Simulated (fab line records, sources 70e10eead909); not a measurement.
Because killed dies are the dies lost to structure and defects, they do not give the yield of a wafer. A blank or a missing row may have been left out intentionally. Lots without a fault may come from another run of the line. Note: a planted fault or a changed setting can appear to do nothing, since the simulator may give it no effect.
Struck lot and sound lot, side by side ; flow nand harc ; 14 steps out of a route of 1159
Sound: wafers L649.2, L649.3, L649.5. Struck: wafer L658.5; the same lot's L658.6 was not struck, so it is left out; see the end for the cause.
For every step that has rows: the tool of each side, followed by ch and its chambers, followed by its first start. Under that, the readings that differ: sound wafers ; struck wafers ; difference of the means ; sigmas: that difference in standard deviations of wafers without a fault.
alike: same words and numbers on both sides, and readings whose means sit less than 2 such deviations apart. not compared: any withheld reading, any reading some wafer has no value for, any bound like >300 that may hide the same value, and any number with overlapping values for which the record gives no deviation.
A row with sigmas, a row that says differs or no value, or rows on one side alone: a step with any of these is where the two part. Non-overlapping numbers with no deviation appear without sigmas and do not part them. A reading missing from all wafers of one side parts the sides only when that side holds two or more wafers.

first, 1 step without rows for these wafers: NHARC_A_ONON_D1_DEP_12 (target thk 1000 nm).
NHARC_A_ONON_D1_THK_MEAS_14: measures by ellipsometry.
  struck on film metro-01, day 11 17:25; sound on film metro-01, day 9 13:26
  alike: thk nm
then, 2 steps without rows for these wafers: NHARC_A_ONON_D1_ANNEAL_15 (time 3600 s); NHARC_A_ONON_D1_DEP_16 (target thk 1000 nm).
NHARC_A_ONON_D1_THK_MEAS_18: measures by ellipsometry.
  struck on film metro-01, day 12 00:50; sound on film metro-01, day 10 00:13
reading;sound;struck;difference;sigmas
thk nm (nm);987 987 986;1021;+34;+3
then, no rows for these wafers at 1 step: NHARC_A_ONON_D1_DEP_19 (target thk 1000 nm).
NHARC_A_ONON_D1_THK_MEAS_21: measures by ellipsometry.
  struck on film metro-02, day 12 01:24; sound on film metro-02, day 10 00:46
  alike: thk nm
then, no rows for these wafers at 1 step: NHARC_A_ONON_D1_DEP_22 (target thk 1000 nm).
NHARC_A_ONON_D1_THK_MEAS_24: measures by ellipsometry.
  struck on film metro-01, day 12 01:58; sound on film metro-02, day 10 01:21
reading;sound;struck;difference;sigmas
thk nm (nm);975 976 976;1004;+28;+3
then, no rows for these wafers at 1 step: NHARC_A_ONON_D1_DEP_25 (target thk 1000 nm).
NHARC_A_ONON_D1_THK_MEAS_27: measures by ellipsometry.
  struck on film metro-01, day 12 02:32; sound on film metro-02, day 10 01:55
reading;sound;struck;difference;sigmas
thk nm (nm);985 987 986;1023;+37;+3
NHARC_A_ONON_D1_DEP_28: target thk 1000 nm.
  sound on pecvd onon-01 ch 0, day 10 02:02; struck on pecvd onon-01 ch 0, day 12 02:49
NHARC_A_ONON_D1_THK_MEAS_30: measures by ellipsometry.
  struck on film metro-02, day 12 03:08; sound on film metro-02, day 10 02:29
reading;sound;struck;difference;sigmas
thk nm (nm);999 1001 1001;1075;+75;+7
NHARC_A_ONON_D1_DEP_33: deposits SiO2, target thk 200 nm.
  sound on pecvd-03 ch 1,2, day 10 03:03; struck on pecvd-01 ch 2, day 12 03:19
reading;sound;struck;difference;sigmas
heater power w (W);696 593 723;438;-233;-3
  alike: throttle valve pct

WHERE THEY PART
First at NHARC_A_ONON_D1_THK_MEAS_18; last, within this record, at NHARC_A_ONON_D1_DEP_33.

WHY: whatever the simulator had introduced
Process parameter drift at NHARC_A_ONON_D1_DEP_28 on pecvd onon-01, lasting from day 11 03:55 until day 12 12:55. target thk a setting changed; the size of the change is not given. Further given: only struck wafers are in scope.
